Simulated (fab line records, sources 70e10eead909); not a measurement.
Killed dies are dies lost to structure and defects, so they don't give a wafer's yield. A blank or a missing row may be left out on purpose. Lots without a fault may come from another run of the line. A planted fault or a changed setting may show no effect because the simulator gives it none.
Chamber matching | flow nand_harc | NHARC_A_M0_PRE_CLEAN_31 on pecvd-02: 3 sister chambers
The step time 12 s. 6 wafers are shown with their chamber, then 8 later ones without.

WAFERS WITH THEIR CHAMBER
wafer  | chamber | heater_power_w (W)
L907.5 | 0       | 698
L911.2 | 0       | 690
L916.1 | 2       | 529
L916.2 | 1       | 666
L916.6 | 1       | 662
L915.1 | 2       | 534

WAFERS WITHOUT THEIR CHAMBER
wafer  | heater_power_w (W)
L915.2 | 695
L915.5 | 702
L924.1 | 703
L924.2 | 592
L924.6 | 717
L926.1 | 512
L926.3 | 662
L926.4 | 654

WHICH CHAMBER EACH WENT THROUGH
wafer  | from the rows above | in truth
L915.2 | 0                   | 0
L915.5 | 0                   | 0
L924.1 | 0                   | 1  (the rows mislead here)
L924.2 | 2                   | 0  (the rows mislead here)
L924.6 | 0                   | 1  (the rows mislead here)
L926.1 | 2                   | 2
L926.3 | 1                   | 1
L926.4 | 1                   | 1
Placed correctly: 5 of 8. Can't be placed from these rows: 0. Placed wrongly: 3.
How it was worked out, from the rows above alone: a wafer's distance from a chamber is the root of the sum, over the readings, of the square of ((its reading less the chamber's mean) divided by the reading's scatter). The wafer belongs to the nearest chamber; if the next one is less than 2 further off, it can't be placed. A chamber's mean is the mean of its shown wafers. The scatter: the root of (the sum of the squares of (reading less its chamber's mean) over the shown wafers, divided by (wafers less chambers)).
